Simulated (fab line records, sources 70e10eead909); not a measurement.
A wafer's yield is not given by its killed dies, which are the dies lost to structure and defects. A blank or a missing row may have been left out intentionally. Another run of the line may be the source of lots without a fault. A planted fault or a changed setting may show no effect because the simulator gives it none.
Which of the tools did it? :: flow nand-harc :: 24 lots with 72 wafers sampled at 5 steps, on a route of 1302 steps

## WHAT THE GAUGES SHOWED, per wafer
NHARC_A_CONTACT_CD_MEAS_53.
lot: L074
measured: day 21 05:37
on: cd-sem-03
cd-nm (nm): 288.8 288.8 288.9

lot: L075
measured: day 22 04:43
on: cd-sem-02
cd-nm (nm): 290.5 290.0 289.8

lot: L077
measured: day 22 14:11
on: cd-sem-01
cd-nm (nm): 289.3 290.1 290.3

lot: L076
measured: day 22 17:24
on: cd-sem-03
cd-nm (nm): 289.3 289.3 288.8

lot: L078
measured: day 23 06:28
on: cd-sem-01
cd-nm (nm): 290.2 290.6 290.6

lot: L079
measured: day 23 23:02
on: cd-sem-02
cd-nm (nm): 289.3 290.2 288.9

lot: L081
measured: day 24 04:16
on: cd-sem-01
cd-nm (nm): 289.2 288.4 288.6

lot: L080
measured: day 24 07:04
on: cd-sem-03
cd-nm (nm): 288.0 288.2 288.4

lot: L083
measured: day 24 16:48
on: cd-sem-01
cd-nm (nm): 288.3 287.9 288.6

lot: L082
measured: day 24 18:35
on: cd-sem-01
cd-nm (nm): 290.6 290.6 290.5

lot: L084
measured: day 25 16:01
on: cd-sem-01
cd-nm (nm): 289.3 288.7 288.9

lot: L085
measured: day 25 19:43
on: cd-sem-01
cd-nm (nm): 289.2 289.1 289.2

lot: L086
measured: day 26 19:49
on: cd-sem-03
cd-nm (nm): 290.2 290.5 289.4

lot: L087
measured: day 27 06:21
on: cd-sem-02
cd-nm (nm): 288.0 289.0 289.7

lot: L089
measured: day 27 18:07
on: cd-sem-01
cd-nm (nm): 287.7 288.4 288.3

lot: L088
measured: day 27 20:06
on: cd-sem-02
cd-nm (nm): 288.4 288.6 288.5

lot: L090
measured: day 28 03:41
on: cd-sem-01
cd-nm (nm): 289.6 290.2 290.2

lot: L091
measured: day 28 04:17
on: cd-sem-02
cd-nm (nm): 290.1 290.3 290.6

lot: L092
measured: day 30 00:37
on: cd-sem-02
cd-nm (nm): 289.8 290.0 289.0

lot: L093
measured: day 30 05:12
on: cd-sem-02
cd-nm (nm): 289.5 288.3 288.2

lot: L094
measured: day 30 08:43
on: cd-sem-03
cd-nm (nm): 290.4 289.4 290.2

lot: L095
measured: day 30 16:07
on: cd-sem-01
cd-nm (nm): 289.5 290.1 289.9

lot: L096
measured: day 31 09:53
on: cd-sem-03
cd-nm (nm): 289.7 290.0 289.4

lot: L097
measured: day 31 14:01
on: cd-sem-03
cd-nm (nm): 290.0 290.4 289.7

NHARC_A_CONTACT_OVL_MEAS_09.
lot: L074
measured: day 21 21:59
on: overlay-02
overlay-x-nm (nm): -1.6 -1.7 -1.4
overlay-y-nm (nm): 0.1 -0.2 0.0

lot: L075
measured: day 23 01:27
on: overlay-02
overlay-x-nm (nm): -1.2 -1.3 -0.7
overlay-y-nm (nm): -0.1 -0.5 -0.6

lot: L077
measured: day 23 02:50
on: overlay-01
overlay-x-nm (nm): 0.3 0.2 0.6
overlay-y-nm (nm): -0.7 -1.2 -0.8

lot: L076
measured: day 23 08:41
on: overlay-01
overlay-x-nm (nm): -1.3 -1.3 -1.3
overlay-y-nm (nm): 0.8 0.7 0.7

lot: L078
measured: day 23 21:36
on: overlay-01
overlay-x-nm (nm): 1.3 1.6 1.4
overlay-y-nm (nm): 2.4 2.3 1.6

lot: L079
measured: day 24 16:58
on: overlay-01
overlay-x-nm (nm): -0.9 -1.1 -1.8
overlay-y-nm (nm): -0.6 -1.2 -1.0

lot: L081
measured: day 24 22:04
on: overlay-02
overlay-x-nm (nm): 0.0 -0.3 0.4
overlay-y-nm (nm): -1.1 -0.2 -0.5

lot: L080
measured: day 25 02:55
on: overlay-01
overlay-x-nm (nm): -0.6 -0.8 -0.7
overlay-y-nm (nm): -0.9 -0.6 -0.9

lot: L083
measured: day 25 10:18
on: overlay-01
overlay-x-nm (nm): -2.1 -1.7 -1.8
overlay-y-nm (nm): -0.1 -0.2 -0.5

lot: L082
measured: day 25 14:19
on: overlay-01
overlay-x-nm (nm): -1.1 -1.4 -1.3
overlay-y-nm (nm): 0.9 1.4 1.0

lot: L084
measured: day 26 05:16
on: overlay-01
overlay-x-nm (nm): -1.5 -0.8 -0.8
overlay-y-nm (nm): 0.5 0.8 1.2

lot: L085
measured: day 26 09:17
on: overlay-02
overlay-x-nm (nm): -0.5 -1.0 -0.1
overlay-y-nm (nm): 0.6 0.7 0.7

lot: L086
measured: day 27 13:20
on: overlay-02
overlay-x-nm (nm): 0.5 0.3 -0.2
overlay-y-nm (nm): 0.7 0.2 0.5

lot: L087
measured: day 27 19:11
on: overlay-02
overlay-x-nm (nm): -1.1 -0.6 -0.9
overlay-y-nm (nm): -0.4 -0.2 -0.2

lot: L089
measured: day 28 13:23
on: overlay-02
overlay-x-nm (nm): 0.2 -0.3 0.3
overlay-y-nm (nm): -0.2 0.2 0.0

lot: L088
measured: day 28 15:08
on: overlay-02
overlay-x-nm (nm): -0.3 -0.4 -0.3
overlay-y-nm (nm): 0.5 0.7 0.9

lot: L090
measured: day 28 21:27
on: overlay-02
overlay-x-nm (nm): -0.5 -0.7 -1.0
overlay-y-nm (nm): 0.6 0.8 0.3

lot: L091
measured: day 28 23:26
on: overlay-01
overlay-x-nm (nm): 0.6 0.4 0.5
overlay-y-nm (nm): 0.0 -0.2 -0.1

lot: L092
measured: day 30 13:40
on: overlay-01
overlay-x-nm (nm): 0.6 1.1 0.3
overlay-y-nm (nm): 0.4 -0.1 0.6

lot: L093
measured: day 30 20:15
on: overlay-01
overlay-x-nm (nm): -1.3 -0.2 -0.8
overlay-y-nm (nm): -0.1 -0.5 -0.8

lot: L094
measured: day 30 22:50
on: overlay-02
overlay-x-nm (nm): -0.1 -0.3 -0.9
overlay-y-nm (nm): 0.4 0.7 0.5

lot: L095
measured: day 31 06:02
on: overlay-01
overlay-x-nm (nm): 1.4 1.3 1.6
overlay-y-nm (nm): 0.9 1.2 0.9

lot: L096
measured: day 32 02:26
on: overlay-01
overlay-x-nm (nm): 0.6 0.3 0.3
overlay-y-nm (nm): 0.6 0.4 0.7

lot: L097
measured: day 32 05:34
on: overlay-02
overlay-x-nm (nm): 0.6 1.1 0.6
overlay-y-nm (nm): 1.2 0.7 0.7

## WHAT TOOL EACH LOT RAN ON (gives the tool, then ch and the chambers of the sampled wafers, and finally the start)
lot: L074
NHARC_A_CONTACT_DEP_58: pecvd-04 ch 0,2, day 21 12:30
NHARC_A_CONTACT_ETCH_129: har-cap-etch-03 ch 0,1, day 21 16:12
NHARC_A_CONTACT_ETCH_130: har-cap-etch-03 ch 0,1, day 21 16:23

lot: L075
NHARC_A_CONTACT_DEP_58: pecvd-02 ch 1,2, day 22 13:17
NHARC_A_CONTACT_ETCH_129: har-cap-etch-02 ch 0,1, day 22 16:38
NHARC_A_CONTACT_ETCH_130: har-cap-etch-02 ch 0,1, day 22 16:49

lot: L077
NHARC_A_CONTACT_DEP_58: pecvd-02 ch 0,1,2, day 22 18:22
NHARC_A_CONTACT_ETCH_129: har-cap-etch-01 ch 0,1, day 22 21:43
NHARC_A_CONTACT_ETCH_130: har-cap-etch-01 ch 0,1, day 22 21:53

lot: L076
NHARC_A_CONTACT_DEP_58: pecvd-04 ch 0,2, day 22 23:31
NHARC_A_CONTACT_ETCH_129: har-cap-etch-03 ch 0,1, day 23 02:41
NHARC_A_CONTACT_ETCH_130: har-cap-etch-03 ch 0,1, day 23 02:52

lot: L078
NHARC_A_CONTACT_DEP_58: pecvd-01 ch 0,1,2, day 23 13:01
NHARC_A_CONTACT_ETCH_129: har-cap-etch-03 ch 0,1, day 23 16:20
NHARC_A_CONTACT_ETCH_130: har-cap-etch-03 ch 0,1, day 23 16:31

lot: L079
NHARC_A_CONTACT_DEP_58: pecvd-04 ch 0,1,2, day 24 03:23
NHARC_A_CONTACT_ETCH_129: har-cap-etch-02 ch 0,1, day 24 07:04
NHARC_A_CONTACT_ETCH_130: har-cap-etch-02 ch 0,1, day 24 07:14

lot: L081
NHARC_A_CONTACT_DEP_58: pecvd-04 ch 1,2, day 24 08:30
NHARC_A_CONTACT_ETCH_129: har-cap-etch-03 ch 0,1, day 24 12:05
NHARC_A_CONTACT_ETCH_130: har-cap-etch-03 ch 0,1, day 24 12:19

lot: L080
NHARC_A_CONTACT_DEP_58: pecvd-04 ch 0,1, day 24 15:55
NHARC_A_CONTACT_ETCH_129: har-cap-etch-03 ch 0,1, day 24 19:10
NHARC_A_CONTACT_ETCH_130: har-cap-etch-03 ch 0,1, day 24 19:20

lot: L083
NHARC_A_CONTACT_DEP_58: pecvd-04 ch 0,2, day 24 23:42
NHARC_A_CONTACT_ETCH_129: har-cap-etch-01 ch 0,1, day 25 03:40
NHARC_A_CONTACT_ETCH_130: har-cap-etch-01 ch 0,1, day 25 03:51

lot: L082
NHARC_A_CONTACT_DEP_58: pecvd-01 ch 0,1,2, day 25 02:31
NHARC_A_CONTACT_ETCH_129: har-cap-etch-02 ch 0,1, day 25 07:07
NHARC_A_CONTACT_ETCH_130: har-cap-etch-02 ch 0,1, day 25 07:17

lot: L084
NHARC_A_CONTACT_DEP_58: pecvd-04 ch 1,2, day 25 20:16
NHARC_A_CONTACT_ETCH_129: har-cap-etch-03 ch 0,1, day 25 23:39
NHARC_A_CONTACT_ETCH_130: har-cap-etch-03 ch 0,1, day 25 23:49

lot: L085
NHARC_A_CONTACT_DEP_58: pecvd-04 ch 0,1, day 25 23:57
NHARC_A_CONTACT_ETCH_129: har-cap-etch-02 ch 0,1, day 26 03:37
NHARC_A_CONTACT_ETCH_130: har-cap-etch-02 ch 0,1, day 26 03:51

lot: L086
NHARC_A_CONTACT_DEP_58: pecvd-04 ch 0,1,2, day 27 02:13
NHARC_A_CONTACT_ETCH_129: har-cap-etch-03 ch 0,1, day 27 05:34
NHARC_A_CONTACT_ETCH_130: har-cap-etch-03 ch 0,1, day 27 05:44

lot: L087
NHARC_A_CONTACT_DEP_58: pecvd-01 ch 1,2, day 27 10:32
NHARC_A_CONTACT_ETCH_129: har-cap-etch-02 ch 0, day 27 13:55
NHARC_A_CONTACT_ETCH_130: har-cap-etch-02 ch 0, day 27 14:05

lot: L089
NHARC_A_CONTACT_DEP_58: pecvd-04 ch 1,2, day 28 01:29
NHARC_A_CONTACT_ETCH_129: har-cap-etch-01 ch 0,1, day 28 04:50
NHARC_A_CONTACT_ETCH_130: har-cap-etch-01 ch 0,1, day 28 05:01

lot: L088
NHARC_A_CONTACT_DEP_58: pecvd-01 ch 0,1, day 28 06:22
NHARC_A_CONTACT_ETCH_129: har-cap-etch-02 ch 0,1, day 28 09:41
NHARC_A_CONTACT_ETCH_130: har-cap-etch-02 ch 0,1, day 28 09:52

lot: L090
NHARC_A_CONTACT_DEP_58: pecvd-04 ch 0,2, day 28 10:52
NHARC_A_CONTACT_ETCH_129: har-cap-etch-03 ch 0,1, day 28 14:23
NHARC_A_CONTACT_ETCH_130: har-cap-etch-03 ch 0,1, day 28 14:34

lot: L091
NHARC_A_CONTACT_DEP_58: pecvd-02 ch 1,2, day 28 11:23
NHARC_A_CONTACT_ETCH_129: har-cap-etch-01 ch 0,1, day 28 15:38
NHARC_A_CONTACT_ETCH_130: har-cap-etch-01 ch 0,1, day 28 15:49

lot: L092
NHARC_A_CONTACT_DEP_58: pecvd-04 ch 0,1,2, day 30 04:56
NHARC_A_CONTACT_ETCH_129: har-cap-etch-03 ch 0,1, day 30 08:11
NHARC_A_CONTACT_ETCH_130: har-cap-etch-03 ch 0,1, day 30 08:22

lot: L093
NHARC_A_CONTACT_DEP_58: pecvd-01 ch 1,2, day 30 09:23
NHARC_A_CONTACT_ETCH_129: har-cap-etch-02 ch 0,1, day 30 13:40
NHARC_A_CONTACT_ETCH_130: har-cap-etch-02 ch 0,1, day 30 14:05

lot: L094
NHARC_A_CONTACT_DEP_58: pecvd-04 ch 0,1,2, day 30 14:02
NHARC_A_CONTACT_ETCH_129: har-cap-etch-01 ch 0,1, day 30 17:20
NHARC_A_CONTACT_ETCH_130: har-cap-etch-01 ch 0,1, day 30 17:30

lot: L095
NHARC_A_CONTACT_DEP_58: pecvd-02 ch 0,1, day 30 20:20
NHARC_A_CONTACT_ETCH_129: har-cap-etch-03 ch 0,1, day 30 23:43
NHARC_A_CONTACT_ETCH_130: har-cap-etch-03 ch 0,1, day 30 23:54

lot: L096
NHARC_A_CONTACT_DEP_58: pecvd-02 ch 1,2, day 31 17:37
NHARC_A_CONTACT_ETCH_129: har-cap-etch-01 ch 0,1, day 31 20:58
NHARC_A_CONTACT_ETCH_130: har-cap-etch-01 ch 0,1, day 31 21:09

lot: L097
NHARC_A_CONTACT_DEP_58: pecvd-01 ch 0,1, day 31 20:53
NHARC_A_CONTACT_ETCH_129: har-cap-etch-03 ch 0,1, day 32 00:13
NHARC_A_CONTACT_ETCH_130: har-cap-etch-03 ch 0,1, day 32 00:23
- NHARC_A_CONTACT_DEP_58: deposits SiON, target thk 90 nm.
- NHARC_A_CONTACT_ETCH_129: etches the open film in C4F8/O2/Ar, time 197 s, target depth 1918 nm.
- NHARC_A_CONTACT_ETCH_130: etches the open film in C4F8/O2/Ar, time 197 s, target depth 1918 nm.

## AS READ BY THE TOOLS THEMSELVES (means over the sampled wafers that have a number; for cases with no such wafer, the mark the record gives instead)
NHARC_A_CONTACT_DEP_58.
lot: L074
tool: pecvd-04
heater-power-w (W): 791

lot: L075
tool: pecvd-02
heater-power-w (W): 729

lot: L077
tool: pecvd-02
heater-power-w (W): 725

lot: L076
tool: pecvd-04
heater-power-w (W): 748

lot: L078
tool: pecvd-01
heater-power-w (W): 700

lot: L079
tool: pecvd-04
heater-power-w (W): 740

lot: L081
tool: pecvd-04
heater-power-w (W): 672

lot: L080
tool: pecvd-04
heater-power-w (W): 709

lot: L083
tool: pecvd-04
heater-power-w (W): 757

lot: L082
tool: pecvd-01
heater-power-w (W): 701

lot: L084
tool: pecvd-04
heater-power-w (W): 666

lot: L085
tool: pecvd-04
heater-power-w (W): 757

lot: L086
tool: pecvd-04
heater-power-w (W): 748

lot: L087
tool: pecvd-01
heater-power-w (W): 666

lot: L089
tool: pecvd-04
heater-power-w (W): 724

lot: L088
tool: pecvd-01
heater-power-w (W): 728

lot: L090
tool: pecvd-04
heater-power-w (W): 803

lot: L091
tool: pecvd-02
heater-power-w (W): 722

lot: L092
tool: pecvd-04
heater-power-w (W): 705

lot: L093
tool: pecvd-01
heater-power-w (W): 674

lot: L094
tool: pecvd-04
heater-power-w (W): 762

lot: L095
tool: pecvd-02
heater-power-w (W): 707

lot: L096
tool: pecvd-02
heater-power-w (W): 678

lot: L097
tool: pecvd-01
heater-power-w (W): 740

NHARC_A_CONTACT_ETCH_129.
lot: L074
tool: har-cap-etch-03
chamber-pressure-mTorr (mTorr): 20.004

lot: L075
tool: har-cap-etch-02
chamber-pressure-mTorr (mTorr): 20.005

lot: L077
tool: har-cap-etch-01
chamber-pressure-mTorr (mTorr): 19.994

lot: L076
tool: har-cap-etch-03
chamber-pressure-mTorr (mTorr): 20.000

lot: L078
tool: har-cap-etch-03
chamber-pressure-mTorr (mTorr): 19.985

lot: L079
tool: har-cap-etch-02
chamber-pressure-mTorr (mTorr): 19.997

lot: L081
tool: har-cap-etch-03
chamber-pressure-mTorr (mTorr): 20.014

lot: L080
tool: har-cap-etch-03
chamber-pressure-mTorr (mTorr): 20.003

lot: L083
tool: har-cap-etch-01
chamber-pressure-mTorr (mTorr): 20.012

lot: L082
tool: har-cap-etch-02
chamber-pressure-mTorr (mTorr): 20.004

lot: L084
tool: har-cap-etch-03
chamber-pressure-mTorr (mTorr): 20.017

lot: L085
tool: har-cap-etch-02
chamber-pressure-mTorr (mTorr): 19.976

lot: L086
tool: har-cap-etch-03
chamber-pressure-mTorr (mTorr): 20.013

lot: L087
tool: har-cap-etch-02
chamber-pressure-mTorr (mTorr): 20.001

lot: L089
tool: har-cap-etch-01
chamber-pressure-mTorr (mTorr): 20.000

lot: L088
tool: har-cap-etch-02
chamber-pressure-mTorr (mTorr): 20.024

lot: L090
tool: har-cap-etch-03
chamber-pressure-mTorr (mTorr): 19.985

lot: L091
tool: har-cap-etch-01
chamber-pressure-mTorr (mTorr): 19.981

lot: L092
tool: har-cap-etch-03
chamber-pressure-mTorr (mTorr): 19.995

lot: L093
tool: har-cap-etch-02
chamber-pressure-mTorr (mTorr): 20.000

lot: L094
tool: har-cap-etch-01
chamber-pressure-mTorr (mTorr): 20.003

lot: L095
tool: har-cap-etch-03
chamber-pressure-mTorr (mTorr): 20.010

lot: L096
tool: har-cap-etch-01
chamber-pressure-mTorr (mTorr): 20.018

lot: L097
tool: har-cap-etch-03
chamber-pressure-mTorr (mTorr): 19.979

NHARC_A_CONTACT_ETCH_130.
lot: L074
tool: har-cap-etch-03
chamber-pressure-mTorr (mTorr): 20.005

lot: L075
tool: har-cap-etch-02
chamber-pressure-mTorr (mTorr): 20.007

lot: L077
tool: har-cap-etch-01
chamber-pressure-mTorr (mTorr): 19.984

lot: L076
tool: har-cap-etch-03
chamber-pressure-mTorr (mTorr): 20.003

lot: L078
tool: har-cap-etch-03
chamber-pressure-mTorr (mTorr): 19.997

lot: L079
tool: har-cap-etch-02
chamber-pressure-mTorr (mTorr): 20.006

lot: L081
tool: har-cap-etch-03
chamber-pressure-mTorr (mTorr): 19.991

lot: L080
tool: har-cap-etch-03
chamber-pressure-mTorr (mTorr): 20.001

lot: L083
tool: har-cap-etch-01
chamber-pressure-mTorr (mTorr): 19.990

lot: L082
tool: har-cap-etch-02
chamber-pressure-mTorr (mTorr): 19.997

lot: L084
tool: har-cap-etch-03
chamber-pressure-mTorr (mTorr): 19.991

lot: L085
tool: har-cap-etch-02
chamber-pressure-mTorr (mTorr): 19.998

lot: L086
tool: har-cap-etch-03
chamber-pressure-mTorr (mTorr): 19.995

lot: L087
tool: har-cap-etch-02
chamber-pressure-mTorr (mTorr): 19.998

lot: L089
tool: har-cap-etch-01
chamber-pressure-mTorr (mTorr): 19.987

lot: L088
tool: har-cap-etch-02
chamber-pressure-mTorr (mTorr): 20.007

lot: L090
tool: har-cap-etch-03
chamber-pressure-mTorr (mTorr): 19.992

lot: L091
tool: har-cap-etch-01
chamber-pressure-mTorr (mTorr): 20.013

lot: L092
tool: har-cap-etch-03
chamber-pressure-mTorr (mTorr): 19.998

lot: L093
tool: har-cap-etch-02
chamber-pressure-mTorr (mTorr): 20.003

lot: L094
tool: har-cap-etch-01
chamber-pressure-mTorr (mTorr): 20.009

lot: L095
tool: har-cap-etch-03
chamber-pressure-mTorr (mTorr): 20.010

lot: L096
tool: har-cap-etch-01
chamber-pressure-mTorr (mTorr): 19.985

lot: L097
tool: har-cap-etch-03
chamber-pressure-mTorr (mTorr): 20.003

## THE ANSWER, worked out from the rows above alone
Rule: what is usual is taken from the lots themselves. Put in order of their means at a reading, lots are off if they are a third of the lots or fewer, leave a main group of 4 or more, and stand apart from it by a gap of 3 or more times the standard deviation of the main group's means; of several such gaps the widest counts. If all means in a main group match to the digits the tables above print for the reading, that group is not used. Also off: a lot with no number at a reading for which 4 or more lots have one. The other lots that the step has rows for count as sound. Order of review: gauges by route order, followed by the tools' own readings, for which a lot's mean as printed above is used. At the first step where some lot is off, the reading lying furthest off is the one used; lots without a number count as furthest.
Nothing can be told from this: no lot is off at any reading shown.

## WHAT THE SIMULATOR HAD INSERTED
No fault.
